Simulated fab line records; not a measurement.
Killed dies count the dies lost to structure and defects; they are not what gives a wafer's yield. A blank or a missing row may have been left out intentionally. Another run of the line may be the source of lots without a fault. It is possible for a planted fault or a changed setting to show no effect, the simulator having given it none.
A struck lot beside a sound one | flow n5-finfet | 35 steps out of a route of 1938
Sound: wafers L986.1, L986.4, L986.6. Struck: wafer L976.2. (L976.5, L976.6 of the same lot were not struck and are left out.) The cause comes at the end.
Order at every step that has rows: each side's tool, ch and its chambers, its first start. Under that, the readings that differ: sound wafers | struck wafers | difference of the means | sigmas: that difference in standard deviations of wafers without a fault.
alike: a reading whose means differ by less than 2 such deviations, as well as words and numbers matching on both sides. not compared: withheld readings; readings where some wafer has no value; bounds like >300 that might hide an equal value; numbers whose values overlap and for which the record gives no deviation.
A row with sigmas, a row that says differs or no value, or rows on one side alone: a step with any of these is where the two part. Numbers that have no deviation but don't overlap get no sigmas and don't part them. Lack of a reading on every wafer of one side parts them only where that side has two or more wafers.

first, 9 steps without rows for these wafers: N5_MOL_CONTACT_COAG_SRD_128 (dry time 32 s); N5_MOL_CONTACT_COAG_CMP_52 (polishes, stops on SiO2, t overpolish 1.5 s, target thk 66.5 nm); N5_MOL_CONTACT_COAG_ANNEAL_112 (time 1800 s); N5_BEOL_M0_SAQP_PECVD_00 (deposits SiCN from 3MS/NH3, target thk 8 nm, time 14 s); N5_BEOL_M0_SAQP_ILD_DEP_01 (deposits SiOC from DEMS/O2, target thk 45.419 nm, time 8.7 s); N5_BEOL_M0_SAQP_HM_DEP_02 (deposits TiN, target thk 12 nm); N5_BEOL_M0_SAQP_PECVD_03 (deposits SiCN from 3MS/NH3, target thk 12 nm, time 21.1 s); N5_BEOL_M0_SAQP_PECVD_96 (deposits a-Si from SiH4/He, target thk 45 nm, time 45.2 s); N5_BEOL_M0_SAQP_PECVD_97 (deposits SiNx from SiH4/NH3/N2, target thk 23 nm, time 19.9 s).
N5_BEOL_M0_SAQP_PECVD_04: deposits a-Si from SiH4/He, target thk 60 nm, time 60.2 s.
  sound on pecvd-01 ch 0,1, day 10 11:36; struck on pecvd-02 ch 0, day 8 04:26
  reading                                         | sound          | struck | difference | sigmas
  model.a-Si_of_BEOL_M0_SAQP_PECVD_04.thk-nm (nm) | 59.6 60.4 61.2 | 56     | -4         |
  alike: heater-power-w, showerhead-plenum-p-Torr, throttle-valve-pct
  not compared: rf-fwd-power-W
N5_BEOL_M0_SAQP_THK_MEAS_05:
  sound: film-metro-02 at day 10 11:41; struck: film-metro-01 at day 8 04:31
  reading     | sound          | struck | difference | sigmas
  thk-nm (nm) | 59.5 60.5 61.1 | 55.9   | -4.5       | -5
then, 15 steps without rows for these wafers: N5_BEOL_M0_SAQP_HM_DEP_111 (deposits SiO2 from SiH4/N2O, target thk 12 nm, time 7.2 s); N5_BEOL_M0_SAQP_COAT_81 (time 60 s, resist thk 100 nm); N5_BEOL_M0_SAQP_COAT_82 (time 60 s, resist thk 30 nm); N5_BEOL_M0_SAQP_COAT_08 (resist thk 90 nm); N5_BEOL_M0_SAQP_EBR_10; N5_BEOL_M0_SAQP_SOFTBAKE_09 (time 60 s); N5_BEOL_M0_SAQP_EXPOSE_11 (exposes mask M0 CORE, target cd 42 nm); N5_BEOL_M0_SAQP_PEB_12 (peb time 60 s); N5_BEOL_M0_SAQP_DEVELOP_13 (develop time 30 s); N5_BEOL_M0_SAQP_DESCUM_19 (chemistry O2, time 7.9 s); N5_BEOL_M0_SAQP_ETCH_83 (etches SiARC in CF4, target depth 39 nm, time 65 s); N5_BEOL_M0_SAQP_ETCH_84 (etches SOC in N2/H2, target depth 100 nm, overetch 20 nm, time 150 s); N5_BEOL_M0_SAQP_STRIP_80 (strips in N2/H2); N5_BEOL_M0_SAQP_HM_OPEN_112 (chemistry CHF3/O2, target SiO2, stops on a-Si, target depth 12 nm, time 13.5 s); N5_BEOL_M0_SAQP_STRIP_113 (strips in CHF3/O2).
N5_BEOL_M0_SAQP_MANDREL_ETCH_20: etches a-Si in HBr/Cl2, stops on SiNx, target depth 60 nm, bt time 10 s, time 30 s.
  sound on rie-si-01 ch 0,1,2, day 10 12:32; struck on rie-si-01 ch 0, day 8 05:15
  reading                  | sound             | struck | difference | sigmas
  HBr_flow_sccm (sccm)     | 149.7 149.7 149.3 | 150.6  | +1.0       | +2
  model.etch.depth-nm (nm) | 59.53 60.5 61.21  | 55.9   | -4.5       |
  alike: drypump-motor-current-A, oes-product-au, rf-fwd-power-W, throttle-valve-pct
  not compared: rf-hours-counter-h
then, 5 steps without rows for these wafers: N5_BEOL_M0_SAQP_STRIP_86 (strips in N2/H2); N5_BEOL_M0_SAQP_STRIP_115 (strips in post etch residue remover, time 60 s); N5_BEOL_M0_SAQP_SRD_93 (time 30 s); N5_BEOL_M0_SAQP_RECESS_114 (chemistry HF/NH3, target SiO2, target depth 14.4 nm, afs cycles 3, sublimation time 60 s); N5_BEOL_M0_SAQP_SPACER1_ALD_98 (deposits SiO2, target thk 12.8 nm, pulse time 1 s, purge time 2 s).
N5_BEOL_M0_SAQP_SPACER1_ETCHBACK_99: etches SiO2 in CHF3/O2, target depth 15.4 nm, time 7.7 s.
  sound on rie-diel-01 ch 1,2,3, day 10 15:17; struck on rie-diel-05 ch 1, day 8 06:38
  reading                                         | sound             | struck | difference | sigmas
  rf-fwd-power-W (W)                              | 645.5 646.6 648.1 | 639.8  | -6.9       | -3
  model.a-Si_of_BEOL_M0_SAQP_PECVD_04.thk-nm (nm) | 59 59.8 60.6      | 55.4   | -4.4       |
  alike: drypump-motor-current-A, oes-product-au, rf-vpp-V, showerhead-plenum-p-Torr, throttle-valve-pct
  not compared: rf-hours-counter-h
then, 1 step without rows for these wafers: N5_BEOL_M0_SAQP_MANDREL1_REMOVE_100 (chemistry HBr/Cl2/O2, target a-Si, stops on SiNx, bt time 10 s).
-- record jumps: 3 days separate the struck wafers' starts on either side; left off in module BEOL_M0_SAQP, taken up again in module BEOL_M4, whose first shown step is the route's number 1111 --
N5_BEOL_M4_RC_MEAS_101:
  sound on prober-01 ch 0, day 13 10:44; struck on prober-02 ch 0, day 10 23:29
  alike: DIBL_N, DIBL_P, IOFF_N, IOFF_P, ION_N, ION_P, SS_N, SS_P, VT_N, VT_P

WHERE THEY PART
At N5_BEOL_M0_SAQP_THK_MEAS_05 first; at N5_BEOL_M0_SAQP_SPACER1_ETCHBACK_99 last (within this record only). Later steps at which nothing parts them and some readings are alike: N5_BEOL_M4_RC_MEAS_101.

WHY: the cause the simulator had injected
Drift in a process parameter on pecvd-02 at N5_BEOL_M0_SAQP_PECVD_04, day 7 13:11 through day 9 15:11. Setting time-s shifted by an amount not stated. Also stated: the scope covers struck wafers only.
